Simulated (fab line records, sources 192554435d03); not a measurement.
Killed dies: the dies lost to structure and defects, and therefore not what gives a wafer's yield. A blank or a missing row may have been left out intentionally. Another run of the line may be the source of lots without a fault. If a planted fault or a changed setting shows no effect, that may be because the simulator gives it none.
2 desks looking at one fault || flow n5_finfet || each desk has only its own numbers; what lay behind them comes last

FOR THE TOOL OWNER'S DESK: litho_track-04
The tool's own readings at N5_BEOL_M15_COAT_56 (time 60 s, resist thk 550 nm): means of the sampled wafers that have a number, for each lot that ran on this tool. Marked OUT: a lot whose mean sits more than 4 standard deviations from the usual mean, which makes it out of limits; the brackets give that distance.
Columns: A = spin_speed_rpm at N5_BEOL_M15_COAT_56, usual 1500.1 rpm
{"lot": "L478", "first seen here": "day 13 17:08", "A": 1501.3}
{"lot": "L479", "first seen here": "day 13 18:14", "A": 1500.2}
{"lot": "L477", "first seen here": "day 14 07:55", "A": 1499.9}
{"lot": "L485", "first seen here": "day 15 03:05", "A": 1499.9}
{"lot": "L484", "first seen here": "day 15 08:22", "A": 1499.9}
{"lot": "L489", "first seen here": "day 16 14:14", "A": "1297.4 (-99 or more) OUT"}
{"lot": "L492", "first seen here": "day 17 04:10", "A": "1298.3 (-99 or more) OUT"}
This desk's verdict: out of limits on L489, L492, starting with L489 at day 16 14:14 (spin_speed_rpm at N5_BEOL_M15_COAT_56). Within limits: L478, L479, L477, L485, L484.

AT THE METROLOGY DESK
What the gauges read for every lot (on any tool): the sampled wafers with a number, averaged. Marked OUT: a lot whose mean sits more than 4 standard deviations from the usual mean, which makes it out of limits; the brackets give that distance.
Columns: A = M14_RS at N5_BEOL_M14_RS_MEAS_54, usual 0.0331 ohm/sq
{"lot": "L478", "first seen here": "day 13 15:30", "A": 0.0325}
{"lot": "L479", "first seen here": "day 13 16:44", "A": 0.0330}
{"lot": "L474", "first seen here": "day 13 23:43", "A": 0.0332}
{"lot": "L477", "first seen here": "day 14 06:33", "A": 0.0331}
{"lot": "L480", "first seen here": "day 14 07:21", "A": 0.0321}
{"lot": "L482", "first seen here": "day 15 01:34", "A": 0.0327}
{"lot": "L485", "first seen here": "day 15 01:50", "A": 0.0340}
{"lot": "L484", "first seen here": "day 15 07:08", "A": 0.0337}
{"lot": "L489", "first seen here": "day 16 12:59", "A": 0.0328}
{"lot": "L492", "first seen here": "day 17 02:31", "A": 0.0332}
{"lot": "L494", "first seen here": "day 17 06:43", "A": 0.0327}
Result from this desk: across the 11 lots, nothing is out of limits.

PUT TOGETHER
An alarm could have come from the tool owner's desk at day 16 14:14, on L489, L492.
At the metrology desk, nothing out of limits was observed.
The metrology desk has L489, L492 on record, within its limits.
All the named lots went through N5_BEOL_M15_COAT_56 on litho_track-04.

WHAT WAS PUT IN BY THE SIMULATOR
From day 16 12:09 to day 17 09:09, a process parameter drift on litho_track-04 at N5_BEOL_M15_COAT_56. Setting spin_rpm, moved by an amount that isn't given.
Lots struck among those shown: L489, L492.
Each desk's first reading out of limits, in hours after the fault started: the tool owner's desk, 2.
